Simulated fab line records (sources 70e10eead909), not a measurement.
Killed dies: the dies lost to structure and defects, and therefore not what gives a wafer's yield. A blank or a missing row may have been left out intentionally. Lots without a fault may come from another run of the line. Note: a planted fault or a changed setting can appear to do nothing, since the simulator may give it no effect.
Which of the tools did it?	flow nand_harc	Sampling: 11 lots, 33 wafers, 4 of 1302 route steps

WHAT EACH GAUGE READ, for each wafer
Not one reading of a measure or inspect step in the record can be checked against a usual standard deviation.

EACH LOT AND THE TOOL THAT RAN IT (in order: tool; ch and the chambers of the sampled wafers; start)
lot	NHARC_A_CONTACT_ETCH_115	NHARC_A_CONTACT_ETCH_116	NHARC_A_CONTACT_ETCH_123	NHARC_A_CONTACT_ETCH_102
L743	har_cap_etch-01 ch 0,1, day 21 17:12	har_cap_etch-01 ch 0,1, day 21 17:22	har_cap_etch-01 ch 0,1, day 21 18:34	rie_diel-02 ch 1,3, day 21 20:04
L746	har_cap_etch-03 ch 0,1, day 22 11:47	har_cap_etch-03 ch 0,1, day 22 11:57	har_cap_etch-03 ch 0,1, day 22 13:09	rie_diel-02 ch 1,3, day 22 14:38
L747	har_cap_etch-03 ch 0, day 23 02:09	har_cap_etch-03 ch 0, day 23 02:19	har_cap_etch-03 ch 0, day 23 03:31	rie_diel-02 ch 1,2, day 23 05:01
L749	har_cap_etch-02 ch 0,1, day 24 01:30	har_cap_etch-02 ch 0,1, day 24 01:40	har_cap_etch-02 ch 0,1, day 24 02:58	rie_diel-02 ch 0,2, day 24 04:22
L748	har_cap_etch-03 ch 0,1, day 24 14:31	har_cap_etch-03 ch 0,1, day 24 14:41	har_cap_etch-03 ch 0,1, day 24 15:52	rie_diel-04 ch 0,1, day 24 17:22
L751	har_cap_etch-02 ch 0,1, day 24 21:44	har_cap_etch-02 ch 0,1, day 24 21:58	har_cap_etch-02 ch 0,1, day 24 23:34	rie_diel-04 ch 0,1,3, day 25 01:17
L756	har_cap_etch-01 ch 0,1, day 26 05:47	har_cap_etch-01 ch 0,1, day 26 05:58	har_cap_etch-01 ch 0,1, day 26 07:16	rie_diel-02 ch 0,1,3, day 26 08:36
L757	har_cap_etch-01 ch 0,1, day 27 04:17	har_cap_etch-01 ch 0,1, day 27 04:27	har_cap_etch-01 ch 0,1, day 27 05:46	rie_diel-02 ch 0,3, day 27 07:05
L762	har_cap_etch-02 ch 0,1, day 29 19:08	har_cap_etch-02 ch 0,1, day 29 19:18	har_cap_etch-02 ch 0,1, day 29 20:29	rie_diel-02 ch 0,1,2, day 29 22:02
L764	har_cap_etch-01 ch 0,1, day 30 21:20	har_cap_etch-01 ch 0,1, day 30 21:31	har_cap_etch-01 ch 0,1, day 30 22:43	rie_diel-02 ch 0,3, day 31 00:22
L763	har_cap_etch-03 ch 0,1, day 31 05:50	har_cap_etch-03 ch 0,1, day 31 06:00	har_cap_etch-03 ch 0,1, day 31 07:11	rie_diel-02 ch 1,2,3, day 31 08:42
- NHARC_A_CONTACT_ETCH_115: etches the open film in C4F8/O2/Ar, time 190 s, target depth 1850 nm.
- NHARC_A_CONTACT_ETCH_116: etches the open film in C4F8/O2/Ar, time 190 s, target depth 1850 nm.
- NHARC_A_CONTACT_ETCH_123: etches the open film in C4F8/O2/Ar, time 490 s, target depth 2110 nm.
- NHARC_A_CONTACT_ETCH_102: etches the open film in CF4/O2, target depth 100 nm, overetch 10 nm, time 55 s.

AS READ BY THE TOOLS THEMSELVES (means over the sampled wafers that have a number; for cases with no such wafer, the mark the record gives instead)
NHARC_A_CONTACT_ETCH_115. Usual: chamber_pressure_mTorr 20.001 mTorr, standard deviation 0.017; oes_air_line_au 0.999 a.u., standard deviation 0.02.
lot	tool	chamber_pressure_mTorr (mTorr)	oes_air_line_au (a.u.)	flag
L743	har_cap_etch-01	19.992	1.009	
L746	har_cap_etch-03	20.020	1.000	
L747	har_cap_etch-03	19.995	0.997	
L749	har_cap_etch-02	20.013	0.982	
L748	har_cap_etch-03	19.999	0.988	
L751	har_cap_etch-02	20.014	0.993	
L756	har_cap_etch-01	20.001	1.006	
L757	har_cap_etch-01	20.002	1.010	
L762	har_cap_etch-02	19.996	0.998	
L764	har_cap_etch-01	20.011	0.991	
L763	har_cap_etch-03	19.999	0.985	

NHARC_A_CONTACT_ETCH_116. Usual: chamber_pressure_mTorr 20.000 mTorr, standard deviation 0.02; oes_air_line_au 0.999 a.u., standard deviation 0.02.
lot	tool	chamber_pressure_mTorr (mTorr)	oes_air_line_au (a.u.)	flag
L743	har_cap_etch-01	20.006	1.002	
L746	har_cap_etch-03	19.991	0.995	
L747	har_cap_etch-03	19.984	1.007	
L749	har_cap_etch-02	20.005	0.977	
L748	har_cap_etch-03	20.002	1.000	
L751	har_cap_etch-02	20.002	1.004	
L756	har_cap_etch-01	20.000	1.004	
L757	har_cap_etch-01	19.997	1.004	
L762	har_cap_etch-02	19.985	1.002	
L764	har_cap_etch-01	19.999	1.001	
L763	har_cap_etch-03	20.009	1.000	

NHARC_A_CONTACT_ETCH_123. Usual: chamber_pressure_mTorr 19.999 mTorr, standard deviation 0.02; oes_air_line_au 1.000 a.u., standard deviation 0.019.
lot	tool	chamber_pressure_mTorr (mTorr)	oes_air_line_au (a.u.)	flag
L743	har_cap_etch-01	20.011	1.004	
L746	har_cap_etch-03	19.997	1.005	
L747	har_cap_etch-03	19.979	1.004	
L749	har_cap_etch-02	19.994	0.997	
L748	har_cap_etch-03	20.007	0.989	
L751	har_cap_etch-02	19.999	0.980	
L756	har_cap_etch-01	19.995	0.983	
L757	har_cap_etch-01	19.996	0.990	
L762	har_cap_etch-02	20.005	1.010	
L764	har_cap_etch-01	19.989	1.013	
L763	har_cap_etch-03	19.999	1.020	

NHARC_A_CONTACT_ETCH_102. Usual: bias_w 100.0 W, standard deviation 0.3; cf4_flow_sccm 79.98 sccm, standard deviation 0.25; chamber_pressure_mTorr 30.001 mTorr, standard deviation 0.027; drypump_motor_current_A 5.5 A, standard deviation 0.42; oes_ar_750_au 1.000 a.u., standard deviation 0.0044; oes_product_au 1.001 a.u., standard deviation 0.01; rf_fwd_power_W 296.3 W, standard deviation 1.2; rf_vpp_V 198.1 V, standard deviation 1.6; showerhead_plenum_p_Torr 1.35 Torr, standard deviation 0.065; throttle_valve_pct 13.398 %, standard deviation 0.0088.
lot	tool	bias_w (W)	cf4_flow_sccm (sccm)	chamber_pressure_mTorr (mTorr)	drypump_motor_current_A (A)	oes_ar_750_au (a.u.)	oes_product_au (a.u.)	rf_fwd_power_W (W)	rf_vpp_V (V)	showerhead_plenum_p_Torr (Torr)	throttle_valve_pct (%)	flag
L743	rie_diel-02	99.9	79.87	30.023	5.7	1.001	0.997	296.6	198.8	1.39	13.394	
L746	rie_diel-02	99.8	80.12	29.966	5.4	1.002	1.010	296.2	198.4	1.38	13.408	
L747	rie_diel-02	99.6	80.19	29.981	5.2	0.998	1.003	295.7	196.6	1.29	13.406	
L749	rie_diel-02	100.5	80.14	30.031	5.6	0.997	0.995	296.2	197.8	1.33	13.396	
L748	rie_diel-04	100.3	80.08	29.999	5.8	1.003	1.005	295.7	198.7	1.35	13.396	
L751	rie_diel-04	100.0	80.06	30.024	5.5	1.000	1.005	296.2	197.8	1.32	13.399	
L756	rie_diel-02	-	-	-	-	-	-	-	-	-	-	OFF
L757	rie_diel-02	-	-	-	-	-	-	-	-	-	-	OFF
L762	rie_diel-02	100.2	79.70	30.019	5.3	1.002	1.008	295.5	197.1	1.33	13.401	
L764	rie_diel-02	100.0	79.82	29.983	5.8	0.995	0.997	296.1	198.4	1.37	13.395	
L763	rie_diel-02	100.4	80.04	29.996	5.5	0.997	0.998	295.2	197.0	1.33	13.397	

THE ANSWER, worked out from the rows above alone
Rule: take the mean of a lot's wafers that have a number; if it is more than 3 standard deviations from the usual mean, the lot is off. Also off: a lot with no number at a reading for which 4 or more lots have one. The other lots that the step has rows for count as sound. The gauges are gone through in route order, then the tools' own readings, and for those a lot's mean is taken as printed above. At the first step where some lot is off, the reading lying furthest off is the one used; lots without a number count as furthest.
Off: L756, L757, at NHARC_A_CONTACT_ETCH_102 (bias_w). Without a number there: L756, L757.
If a tool, at that step or one of the process steps before it, ran each lot that is off and ran no sound lot following the first of them, it fits. No candidate that was tried fits.

WHAT WAS PUT IN BY THE SIMULATOR
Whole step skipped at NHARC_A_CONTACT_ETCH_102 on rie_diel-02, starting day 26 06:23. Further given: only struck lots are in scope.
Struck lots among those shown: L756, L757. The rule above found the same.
